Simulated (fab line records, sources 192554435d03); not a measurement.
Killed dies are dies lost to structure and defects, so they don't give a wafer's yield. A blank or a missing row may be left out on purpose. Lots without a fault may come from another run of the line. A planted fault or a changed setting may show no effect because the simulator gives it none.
fab line records | flow n5_finfet
record lots=5 wafers=12 last_day=17
route steps=1938 shown BEOL_M15@1797 PASSIVATION@1936
lots that met no fault: from a run of the same line without faults
start_h: hours from the record's first day to the start of the lot's first wafer shown | wait_h: hours since the lot's step before | " the same as in the row above | L1.1+2: a row that stands for several wafers | - no value, or no start given | * or withheld: withheld | < > ~ a bound
route shown NAME@n: a module of which the file shows steps, and the number in the route of the first | usual: mean/standard deviation of fault-free wafers | same: alike in all rows | chamber/n: place in a boat | sites: the reading at each site | _std_site: their standard deviation | _edge_site: outer sites' mean less inner sites' | radius_mm: how far each site lies from the wafer's centre | mask NAME#n: copy n | behind: the tool/chamber that last shaped the wafer | hold: why the lot was held/for how many hours/how that ended | device: the transistor (n, p or np) that didn't switch | end of line: the same wafers' tests at the end of the route | a step without rows: its recipe alone | killed: dies lost to structure and defects at the first sort, not the wafer's yield | map: a wafer's dies, x killed, . not, _ none there
set.NAME: the setting as run; set.NAME@STEP: as run at that earlier step | model.NAME: the simulator's own value behind a step, which no gauge read
lots at some steps of the route; a table a step, a row a wafer
services: from which hour (start_h, from the record's first day; less than 0 if before it) a tool's chamber was out of use, for how many hours, and why
## steps
# step N5_BEOL_M15_COAT_22
# recipe spin_rpm=1704 resist_thk_nm=800
# step N5_BEOL_M15_EBR_24
# recipe solvent=PGMEA ebr_width_mm=1.5
# step N5_BEOL_M15_SOFTBAKE_23
# recipe temp_c=130 time_s=60
# step N5_BEOL_M15_EXPOSE_25
# recipe mask_id=M15 na=0.8 source_shape=annular sigma_inner=0.5 sigma_outer=0.8 polarization=unpolarized target_cd_nm=400 dose_mj=35.5
# step N5_BEOL_M15_PEB_26
# recipe peb_temp_c=130 peb_time_s=90
# step N5_BEOL_M15_DEVELOP_27
# recipe develop_time_s=45 rinse_liquid=diw dry=air_spin dev_temp_c=21
# step N5_BEOL_M15_HARDBAKE_32
# recipe temp_c=130 time_s=120
# step N5_BEOL_M15_DESCUM_33
# recipe chemistry=O2 time_s=7.9 source_power_w=50 bias_power_w=20 pressure_mtorr=20 rf_frequency_hz=2.712e+07 temp_c=40 o2_flow_sccm=225
# step N5_BEOL_M15_ETCH_61
# recipe chemistry=N2/H2 target=BARC target_depth_a=890 overetch_a=267 time_s=67.9 ion_energy_ev=200 pressure_mtorr=30 source_w=840 bias_w=150 n2_flow_sccm=200 h2_flow_sccm=200
# step N5_BEOL_M15_TRENCH_ETCH_34
# recipe chemistry=C4F8/O2/Ar target=SiO2 target_depth_a=8729.3 he_inner_torr=15 he_outer_torr=30 time_s=199 ion_energy_ev=800 pressure_mtorr=20 source_w=1905 bias_w=2040 Ar_flow_sccm=400 C4F8_flow_sccm=16 O2_flow_sccm=12
# usual drypump_motor_current_A=5.6/0.43 he_outer_torr=30.01/0.063 mfc_ar_sccm=399.9/1.3 oes_ar_750_au=0.79/0.09 oes_o_777_au=0.80/0.097 oes_product_au=0.79/0.091 rf_vpp_V=2221/78 showerhead_plenum_p_Torr=3.43/0.11 throttle_valve_pct=31.02/0.25
# columns lot.wafer tool chamber start_h wait_h drypump_motor_current_A he_outer_torr mfc_ar_sccm oes_ar_750_au oes_o_777_au oes_product_au rf_hours_counter_h rf_vpp_V showerhead_plenum_p_Torr throttle_valve_pct model.etch.depth_nm model.coat_of_BEOL_M15_COAT_22.thk_nm
L946.2 rie_diel-04 0 273.87 0.0 5.9 30.12 399.2 0.71 0.72 0.70 216 2159 3.39 31.00 869.2 547
L946.3 " 2 " " 5.7 30.01 398.6 1.00 1.02 1.00 3 2168 3.67 31.38 895.1 538
L946.5 " 0 " " 5.9 30.06 398.4 0.72 0.73 0.70 - 2161 3.39 30.99 865.1 545.4
L958.2 rie_diel-03 3 357.11 0.0 6.4 30.01 401.6 0.81 0.83 0.82 108 2198 3.49 31.42 894.1 532.6
L958.3 " 1 " " 5.4 29.91 400.2 0.80 0.78 0.81 80 2371 3.62 31.06 862.2 545.6
L958.6 " 0 " " 5.1 30.02 401.6 0.67 0.64 0.68 - 2358 3.41 31.16 857.5 553.4
L960.4 rie_diel-04 3 357.21 0.1 5.1 30.03 399.3 0.79 0.82 0.79 - 2159 3.32 30.94 855.1 541.6
L960.5 " 2 " " 5.7 30.04 400.3 0.92 0.93 0.74 - 2164 3.65 31.20 631.7 589.4
L963.3 rie_diel-04 3 375.36 0.0 5.2 29.86 400.9 0.79 0.82 0.78 108 2160 3.32 30.94 851.9 540.2
L963.5 " 2 " " 5.7 29.95 398.1 0.90 0.92 0.74 - 2165 3.64 31.19 621.2 589.8
L961.3 rie_diel-04 2 387.79 0.0 5.7 30.05 401.2 0.90 0.91 0.87 47 2165 3.64 31.41 867.7 541
L961.5 " 0 " " 5.9 30.02 399.8 0.97 0.99 0.80 - 2157 3.37 30.66 634.1 586
# step N5_BEOL_M15_STRIP_36
# recipe chemistry=O2 power_w=600 temp_c=60 pressure_mtorr=30 rf_frequency_hz=6e+07 bias_power_w=0 overash_fraction=0.3 o2_flow_sccm=225
# step N5_BEOL_M15_STRIP_62
# recipe chemistry=O2 power_w=600 temp_c=60 pressure_mtorr=30 rf_frequency_hz=6e+07 bias_power_w=0 overash_fraction=0.3 o2_flow_sccm=225
# step N5_BEOL_M15_STRIP_37
# recipe chemistry=O2 power_w=600 temp_c=60 pressure_mtorr=30 rf_frequency_hz=6e+07 bias_power_w=0 overash_fraction=0.3 o2_flow_sccm=225
# step N5_BEOL_M15_ETCH_38
# recipe chemistry=CF4/N2 target=SiCN target_depth_a=1064 taper_deg=2 time_s=120.5 ion_energy_ev=150 mask_material=SiO2 pressure_mtorr=40 source_w=430 bias_w=70 Ar_flow_sccm=100 cf4_flow_sccm=60 n2_flow_sccm=60
# step N5_BEOL_M15_PRECLEAN_39
# recipe chemistry=residue_remover time_s=60 temp_c=40
# step N5_BEOL_M15_SRD_40
# recipe time_s=30 temp_c=23 rinse_liquid=diw dry=n2_spin spin_rpm=1500 dry_time_s=30
# step N5_BEOL_M15_DEGAS_41
# recipe ambient=vacuum temp_c=300 time_s=60
# step N5_BEOL_M15_PRE_CLEAN_42
# recipe gas=H2/He time_s=30 temp_c=300
# step N5_BEOL_M15_SPUTTER_43
# recipe material=TaN target_thk_a=150 temp_c=50 bias_v=168.6 power_w=15000 chamber_pressure_pa=0.12 time_s=24.19
# step N5_BEOL_M15_SPUTTER_44
# recipe material=Ta target_thk_a=150 temp_c=50 bias_v=80 power_w=15000 chamber_pressure_pa=0.07 time_s=24.19
# step N5_BEOL_M15_SPUTTER_45
# recipe material=Cu target_thk_a=1000 temp_c=-20 bias_v=60 power_w=26000 chamber_pressure_pa=0.13 time_s=16.67
# step N5_BEOL_M15_ECD_47
# recipe material=Cu target_thk_a=18600
# step N5_BEOL_M15_ANNEAL_48
# recipe temp_c=225 time_s=90 ambient=N2
# step N5_BEOL_M15_CMP_49
# recipe stop_on=SiO2 t_overpolish_s=4.9 down_force_psi=2 platen_rpm=80 clearing_platen_down_force_psi=2 clearing_platen_rpm=80 post_cmp_clean=cu_alkaline target_thk_nm=850 clearing_platen_pad_velocity_m_s=1.5917 pad_velocity_m_s=1.5917
# usual motor_current_A=8.4/0.94 platen_rpm=79.99/0.051 slurry_flow_ml_min=150.1/0.45
# columns lot.wafer tool chamber start_h wait_h motor_current_A platen_rpm slurry_flow_ml_min model.Cu_of_BEOL_M15_ECD_47.thk_nm
L946.2 cmp-03 0 278.16 0.2 9.8 80.03 150.4 846
L946.3 " 1 " " 7.7 80.03 150.8 872.2
L946.5 " 1 " " 7.9 79.96 150.6 842.8
L958.3 cmp-03 2 359.13 0.2 9.0 80.05 149.8 839.2
L958.2 " 0 " " 9.8 80.00 149.8 871
L958.6 " 3 " " 8.0 79.97 150.2 835.8
L960.4 cmp-02 1 359.46 0.2 9.7 80.00 150.1 833.4
L960.5 " 3 " " 8.2 80.02 150.3 610
L963.3 cmp-02 3 378.29 0.2 7.3 80.04 150.0 829.4
L963.5 " 0 " " 8.5 79.99 149.7 598
L961.3 cmp-04 0 392.15 0.2 8.3 79.98 149.8 843.8
L961.5 " 0 " " 8.0 80.11 150.4 610.2
# step N5_BEOL_M15_THK_MEAS_50
# recipe thk_meas_gauge=xrf reads=Cu_of_BEOL_M15_ECD_47
# usual M15_THK=850/21
# columns lot.wafer tool chamber start_h wait_h M15_THK[nm]
L946.2 film_metro-02 - 278.45 - 852
L946.3 " - " " 880
L946.5 " - " " 851
L958.2 film_metro-01 - 359.43 - 891
L958.3 " - " " 858
L958.6 " - " " 854
L960.4 film_metro-01 - 359.64 - 847
L960.5 " - " " 615
L963.3 film_metro-02 - 378.59 - 833
L963.5 " - " " 596
L961.3 film_metro-01 - 392.40 - 850
L961.5 " - " " 615
# step N5_BEOL_M15_PRE_CLEAN_52
# recipe gas=NH3 time_s=15 temp_c=withheld rf_power_w=300
# step N5_BEOL_M15_DEP_53
# recipe material=SiCN target_thk_a=500 temp_c=withheld precursor=3MS/NH3 pressure_torr=3 rf_w=675 time_s=17.8
# step N5_BEOL_M15_RS_MEAS_54
# recipe thk_meas_gauge=four-point-probe reads=Cu_of_BEOL_M15_ECD_47+Ta_of_BEOL_M15_SPUTTER_44+TaN_of_BEOL_M15_SPUTTER_43
# usual M15_RS=0.0217/0.00054
# columns lot.wafer tool chamber start_h wait_h M15_RS[ohm/sq]
L946.2 film_metro-01 - 278.58 0.1 0.0217
L946.3 " - " " 0.0210
L946.5 " - " " 0.0218
L958.2 film_metro-01 - 359.56 0.1 0.0210
L958.3 " - " " 0.0218
L958.6 " - " " 0.0219
L960.4 film_metro-01 - 359.77 0.0 0.0220
L960.5 " - " " 0.0302
L963.3 film_metro-01 - 378.71 0.1 0.0221
L963.5 " - " " 0.0309
L961.3 film_metro-01 - 392.54 0.1 0.0217
L961.5 " - " " 0.0302
# step N5_PASSIVATION_PROBE_49
# usual defect_limited_yield=91.7/1.4 killed_at_M0_to_M3=31/11 killed_at_M4_up=13/4.6 killed_at_contacts=13/6.7 killed_at_front_end=39/9.6 killed_at_other=3.5/2.8 killed_dies=98/16 killed_open=64/11 killed_short=33/8.5 sort_bin_5_function=4.9/0.96 sort_bin_6_memory=3.1/0.59 sort_bin_8_speed=0.2/1.3 sort_n_pass=1080/23 sort_yield_pct=91.5/1.9
# same gross_dies=1180 killed_at_back_side=0 sort_bin_4_leakage[%]=0
# columns lot.wafer tool chamber start_h wait_h defect_limited_yield[%] killed_at_M0_to_M3 killed_at_M4_up killed_at_contacts killed_at_front_end killed_at_other killed_dies killed_open killed_short sort_bin_5_function[%] sort_bin_6_memory[%] sort_bin_8_speed[%] sort_n_pass sort_yield_pct[%]
L960.4 prober-02 - 377.65 0.2 88.8 45 14 12 53 8 132 77 54 6.8 3.8 0 1048 88.8
L960.5 prober-02 - 377.70 0.2 91.9 45 6 2 37 5 95 65 30 4.7 3.0 0 1085 91.9
L958.2 prober-01 - 377.99 0.1 89.9 49 14 26 27 3 119 79 40 5.7 3.8 0 1061 89.9
L958.3 prober-01 - 378.04 0.1 92.5 33 13 12 26 5 89 60 29 5.2 2.2 0 1091 92.5
L958.6 prober-01 - 378.19 0.3 93.1 19 10 16 31 5 81 47 34 3.7 2.8 0 1099 93.1
L963.5 prober-02 - 393.24 0.2 91.9 26 13 16 36 4 95 58 35 5.1 2.6 0.1 1085 91.9
L961.3 prober-01 - 409.37 0.1 89.6 43 14 12 52 2 123 79 43 5.9 4.2 0 1057 89.6
L961.5 prober-01 - 409.47 0.2 87.7 60 13 13 56 3 145 83 60 7.0 4.6 0 1035 87.7
# killed by level:class
L960.4 STI_FIN_REVEAL:geometric_particle:open=18 MOL_CONTACT_COAG:geometric_particle:open=10 GATE_CUT:geometric_particle:short=8 BEOL_M0_SAQP:geometric_particle:short=8 BEOL_M3:geometric_particle:open=8 BEOL_M1:geometric_particle:open=7 BEOL_M1:geometric_particle:short=7 GATE_CUT:geometric_particle:open=6
L960.5 BEOL_M0_SAQP:geometric_particle:open=14 BEOL_M0_SAQP:geometric_particle:short=10 STI_FIN_REVEAL:geometric_particle:open=9 BEOL_M2:geometric_particle:open=7 FIN_SAQP:geometric_particle:open=5 DUMMY_GATE:geometric_particle:open=5 BEOL_M1:geometric_particle:open=5 GATE_CUT:geometric_particle:open=4
L958.2 MOL_CONTACT_COAG:geometric_particle:open=23 BEOL_M2:geometric_particle:open=16 BEOL_M0_SAQP:geometric_particle:short=13 BEOL_M0_SAQP:geometric_particle:open=10 FIN_SAQP:geometric_particle:short=7 FIN_SAQP:geometric_particle:open=6 DUMMY_GATE:geometric_particle:open=6 BEOL_M2:geometric_particle:short=5
L958.3 BEOL_M2:geometric_particle:open=12 MOL_CONTACT_COAG:geometric_particle:open=10 BEOL_M4:geometric_particle:open=8 FIN_SAQP:geometric_particle:short=5 BEOL_M0_SAQP:geometric_particle:open=5 BEOL_M1:geometric_particle:open=5 STI_FIN_REVEAL:geometric_particle:open=4 FIN_SAQP:geometric_particle:open=3
L958.6 MOL_CONTACT_COAG:geometric_particle:open=11 DUMMY_GATE:geometric_particle:open=6 MOL_CONTACT_COAG:geometric_particle:short=5 BEOL_M3:geometric_particle:short=5 FIN_SAQP:geometric_particle:open=4 FIN_SAQP:geometric_particle:short=4 GATE_CUT:geometric_particle:short=4 STI_FIN_REVEAL:geometric_particle:open=3
L963.5 MOL_CONTACT_COAG:geometric_particle:open=14 STI_FIN_REVEAL:geometric_particle:open=8 FIN_SAQP:geometric_particle:short=7 BEOL_M0_SAQP:geometric_particle:short=7 BEOL_M0:geometric_particle:open=6 BEOL_M0_SAQP:geometric_particle:open=5 ILD0:geometric_particle:short=3 ILD0:geometric_particle:open=3
L961.3 FIN_SAQP:geometric_particle:short=16 FIN_SAQP:geometric_particle:open=12 STI_FIN_REVEAL:geometric_particle:open=10 MOL_CONTACT_COAG:geometric_particle:open=10 BEOL_M0_SAQP:geometric_particle:open=9 BEOL_M3:geometric_particle:open=9 BEOL_M1:geometric_particle:open=8 BEOL_M2:geometric_particle:open=6
L961.5 BEOL_M0_SAQP:geometric_particle:open=19 BEOL_M0_SAQP:geometric_particle:short=16 STI_FIN_REVEAL:geometric_particle:open=11 GATE_CUT:geometric_particle:short=11 FIN_SAQP:geometric_particle:short=9 FIN_SAQP:geometric_particle:open=8 MOL_CONTACT_COAG:geometric_particle:open=7 MOL_CONTACT_COAG:geometric_particle:short=6
## services
# columns tool chamber start_h hours kind
cmp-02 - 252.76 2.7 repair
rie_diel-04 2 254.55 - clean
rie_diel-04 2 254.55 - consumable_replace:focus_ring
rie_diel-04 2 254.55 - consumable_replace:showerhead
rie_diel-04 2 254.55 11.3 scheduled_down
rie_diel-04 2 254.55 11.3 vent_cycle
cmp-02 - 263.10 2.0 repair
cmp-04 - 269.35 4.0 pm
rie_diel-04 3 278.44 4.5 repair
cmp-03 - 281.13 8.0 repair
cmp-04 - 284.46 6.0 pm
rie_diel-03 2 296.51 115.9 repair
rie_diel-04 3 296.85 3.5 repair
cmp-02 - 303.32 1.6 repair
cmp-02 - 307.52 0.3 repair
cmp-02 - 315.83 4.0 pm
cmp-02 - 319.83 4.8 pm
cmp-04 - 330.87 1.7 repair
rie_diel-04 1 334.75 7.2 repair
cmp-03 - 350.24 3.0 pm
cmp-03 - 373.46 4.0 pm
cmp-04 - 376.54 3.9 repair
cmp-02 - 387.01 1.0 repair
rie_diel-03 1 389.65 1.9 repair
## key
first_sign step=N5_BEOL_M15_THK_MEAS_50 reading=M15_THK direction=down sigmas=11 usual=850 struck=609
effect step=N5_BEOL_M15_RS_MEAS_54 reading=M15_RS direction=up sigmas=16 usual=0.0217 struck=0.0304
model_effect step=N5_BEOL_M15_TRENCH_ETCH_34 value=etch.depth_nm without=885.4 struck=629
model_effect step=N5_BEOL_M15_CMP_49 value=Cu_of_BEOL_M15_ECD_47.thk_nm without=862.5 struck=606.1
met_at N5_BEOL_M15_TRENCH_ETCH_34
struck_wafers L960.5,L961.5,L963.5
onset_between 273.87 357.21
fault kind=process_parameter_drift tool=rie_diel-04 chamber=- onset_h=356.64 steps=N5_BEOL_M15_TRENCH_ETCH_34 channel=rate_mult offset=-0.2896 shape=step end_h=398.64 scope=struck_wafers_only
